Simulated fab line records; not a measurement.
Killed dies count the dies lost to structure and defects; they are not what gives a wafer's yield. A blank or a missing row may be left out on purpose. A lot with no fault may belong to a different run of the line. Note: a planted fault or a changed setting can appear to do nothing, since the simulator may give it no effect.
Struck lot and sound lot, side by side + flow n5-finfet + 28 out of 1938 route steps
Sound: wafers L952.2, L952.3, L952.5. Struck: wafer L950.5 (L950.1, L950.2, from the same lot, were not struck and are left out); the cause is given at the end.
Order at every step that has rows: each side's tool, ch and its chambers, its first start. Under that, the readings that differ: sound wafers + struck wafers + difference of the means + sigmas: that difference in standard deviations of wafers without a fault.
alike: words and numbers the same on both sides, and readings whose means are apart by under 2 such deviations; not compared: readings that were withheld, readings missing a value for some wafer, numbers with overlapping values and no deviation given by the record, and bounds like >300 which may hide the same value.
The two part at a step that has a row with sigmas, a row that says differs or no value, or rows on one side only. Non-overlapping numbers with no deviation appear without sigmas and do not part them. Lack of a reading on every wafer of one side parts them only where that side has two or more wafers.

first, 8 steps without rows for these wafers: N5_MOL_CONTACT_COAG_ANNEAL_112 (time 1800 s); N5_BEOL_M0_SAQP_PECVD_00 (deposits SiCN from 3MS/NH3, target thk 8 nm, time 14 s); N5_BEOL_M0_SAQP_ILD_DEP_01 (deposits SiOC from DEMS/O2, target thk 45.419 nm, time 8.7 s); N5_BEOL_M0_SAQP_HM_DEP_02 (deposits TiN, target thk 12 nm); N5_BEOL_M0_SAQP_PECVD_03 (deposits SiCN from 3MS/NH3, target thk 12 nm, time 21.1 s); N5_BEOL_M0_SAQP_PECVD_96 (deposits a-Si from SiH4/He, target thk 45 nm, time 45.2 s); N5_BEOL_M0_SAQP_PECVD_97 (deposits SiNx from SiH4/NH3/N2, target thk 23 nm, time 19.9 s); N5_BEOL_M0_SAQP_PECVD_04 (deposits a-Si from SiH4/He, target thk 60 nm, time 60.2 s).
N5_BEOL_M0_SAQP_HM_DEP_111: deposits SiO2 from SiH4/N2O, target thk 12 nm, time 7.2 s.
  sound on pecvd-01 ch 0,1, day 10 04:01; struck on pecvd-04 ch 0, day 9 23:50
| reading                                           | sound        | struck | difference | sigmas |
|---------------------------------------------------|--------------|--------|------------|--------|
| model.SiO2_of_BEOL_M0_SAQP_HM_DEP_111.thk-nm (nm) | 11.8 11.8 12 | 16.4   | +4.5       |        |
  alike: heater-power-w, showerhead-plenum-p-Torr
  not compared: since-wet-clean-h
then, 12 steps without rows for these wafers: N5_BEOL_M0_SAQP_COAT_81 (time 60 s, resist thk 100 nm); N5_BEOL_M0_SAQP_COAT_82 (time 60 s, resist thk 30 nm); N5_BEOL_M0_SAQP_COAT_08 (resist thk 90 nm); N5_BEOL_M0_SAQP_EBR_10; N5_BEOL_M0_SAQP_SOFTBAKE_09 (time 60 s); N5_BEOL_M0_SAQP_EXPOSE_11 (exposes mask M0 CORE, target cd 42 nm); N5_BEOL_M0_SAQP_PEB_12 (peb time 60 s); N5_BEOL_M0_SAQP_DEVELOP_13 (develop time 30 s); N5_BEOL_M0_SAQP_DESCUM_19 (chemistry O2, time 7.9 s); N5_BEOL_M0_SAQP_ETCH_83 (etches SiARC in CF4, target depth 39 nm, time 65 s); N5_BEOL_M0_SAQP_ETCH_84 (etches SOC in N2/H2, target depth 100 nm, overetch 20 nm, time 150 s); N5_BEOL_M0_SAQP_STRIP_80 (strips in N2/H2).
N5_BEOL_M0_SAQP_HM_OPEN_112: chemistry CHF3/O2, target SiO2, stops on a-Si, target depth 12 nm, time 13.5 s.
  sound on rie-diel-03 ch 0,1, day 10 05:08; struck on rie-diel-03 ch 0, day 10 00:35
| reading                  | sound            | struck | difference | sigmas |
|--------------------------|------------------|--------|------------|--------|
| model.etch.depth-nm (nm) | 11.81 11.9 11.91 | 16.3   | +4.4       |        |
  alike: drypump-motor-current-A, mfc-ar-sccm, oes_ar_750_au, oes-product-au, rf-vpp-V, showerhead-plenum-p-Torr, throttle-valve-pct
  not compared: rf-hours-counter-h
then, 3 steps without rows for these wafers: N5_BEOL_M0_SAQP_STRIP_113 (strips in CHF3/O2); N5_BEOL_M0_SAQP_MANDREL_ETCH_20 (etches a-Si in HBr/Cl2, stops on SiNx, target depth 60 nm, bt time 10 s, time 30 s); N5_BEOL_M0_SAQP_STRIP_86 (strips in N2/H2).
N5_BEOL_M0_SAQP_STRIP_115: strips in post etch residue remover, time 60 s.
  sound on wet-bench-01 ch 0,6,7, day 10 05:37; struck on wet-bench-01 ch 7, day 10 00:50
| reading                                           | sound          | struck | difference | sigmas |
|---------------------------------------------------|----------------|--------|------------|--------|
| model.SiO2_of_BEOL_M0_SAQP_HM_DEP_111.thk-nm (nm) | 11.8 11.8 11.8 | 16.2   | +4.4       |        |
then, 1 step without rows for these wafers: N5_BEOL_M0_SAQP_SRD_93 (time 30 s).
-- here the record skips 2 days between the struck wafers' starts before and after, leaving off in module BEOL_M0_SAQP and picking up in module BEOL_M4 (first step shown: number 1111 of the route) --
N5_BEOL_M4_RC_MEAS_101:
  sound on prober-02 ch 0, day 12 10:14; struck on prober-01 ch 0, day 12 08:06
| reading        | sound             | struck | difference | sigmas |
|----------------|-------------------|--------|------------|--------|
| IOFF_N (nA/um) | 0.156 0.123 0.145 | 0.202  | +0.061     | +2     |
| ION_N (uA/um)  | 673 664 680       | 701    | +29        | +3     |
| ION_P (uA/um)  | 456 460 464       | 473    | +13        | +2     |
| VT_N (mV)      | 252.6 252.2 249.8 | 242.3  | -9.2       | -3     |
  alike: DIBL_N, DIBL_P, IOFF_P, SS_N, SS_P, VT_P

## WHERE THEY PART
At N5_BEOL_M4_RC_MEAS_101 and nowhere else, as far as this record goes.

WHY: the cause the simulator had injected
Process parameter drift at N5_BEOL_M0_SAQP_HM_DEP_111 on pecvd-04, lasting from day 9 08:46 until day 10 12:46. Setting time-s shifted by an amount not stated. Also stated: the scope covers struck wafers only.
